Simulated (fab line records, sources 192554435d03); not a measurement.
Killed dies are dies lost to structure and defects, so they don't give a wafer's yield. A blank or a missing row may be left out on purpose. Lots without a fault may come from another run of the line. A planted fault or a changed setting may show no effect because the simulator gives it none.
One fault seen from 2 desks | flow n5_finfet | each desk has only its own numbers; what lay behind them comes last

THE TOOL OWNER'S DESK: litho_track-04
The tool's own readings at N5_BEOL_M11_COAT_64 (time 60 s, resist thk 30 nm): means of the sampled wafers that have a number, for each lot that ran on this tool. A lot is out of limits, marked OUT, if its mean lies more than 4 standard deviations from the usual mean; the brackets give that distance.
Columns: A = spin_speed_rpm at N5_BEOL_M11_COAT_64, usual 1500.3 rpm
lot  | first seen here | A
L813 | day 10 12:56    | 1500.8
L817 | day 11 17:30    | 1586.1 (+87) OUT
L821 | day 12 07:22    | 1584.6 (+85) OUT
L831 | day 14 22:43    | 1500.4
L835 | day 15 21:44    | 1500.1
This desk's finding: out of limits on L817, L821; first on L817, day 11 17:30 (spin_speed_rpm at N5_BEOL_M11_COAT_64). In limits: L813, L831, L835.

THE METROLOGY DESK
What the gauges read, lot by lot, whatever tool the lot ran on: means of the sampled wafers that have a number. A lot is out of limits, marked OUT, if its mean lies more than 4 standard deviations from the usual mean; the brackets give that distance.
Columns: A = M10_THK at N5_BEOL_M10_THK_MEAS_53, usual 137.4 nm; B = M11_ILD_THK at N5_BEOL_M11_THK_MEAS_01, usual 268 nm
lot  | first seen here | A     | B
L813 | day 10 06:33    | 133.6 | 270
L814 | day 10 11:22    | 137.4 | 267
L817 | day 11 13:20    | 138.6 | 267
L822 | day 12 01:31    | 139.4 | 268
L821 | day 12 01:58    | 136.5 | 270
L825 | day 13 02:03    | 137.7 | 266
L826 | day 13 09:26    | 135.5 | 271
L827 | day 13 20:04    | 138.2 | 267
L831 | day 14 19:20    | 138.0 | 271
L833 | day 15 05:11    | 137.6 | 265
L835 | day 15 18:25    | 139.5 | 266
This desk's finding: nothing out of limits on any of the 11 lots.

PUT TOGETHER
The tool owner's desk could have raised an alarm at day 11 17:30, on L817, L821.
The metrology desk saw nothing out of limits.
The metrology desk has L817, L821 on record, within its limits.
Of the lots named, all ran N5_BEOL_M11_COAT_64 on litho_track-04.

WHAT THE SIMULATOR HAD PUT IN
Process parameter drift: litho_track-04, from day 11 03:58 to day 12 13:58, at N5_BEOL_M11_COAT_64. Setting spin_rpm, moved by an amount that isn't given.
Lots struck among those shown: L817, L821.
Hours from the fault's start to each desk's first reading out of limits: the tool owner's desk, 14.
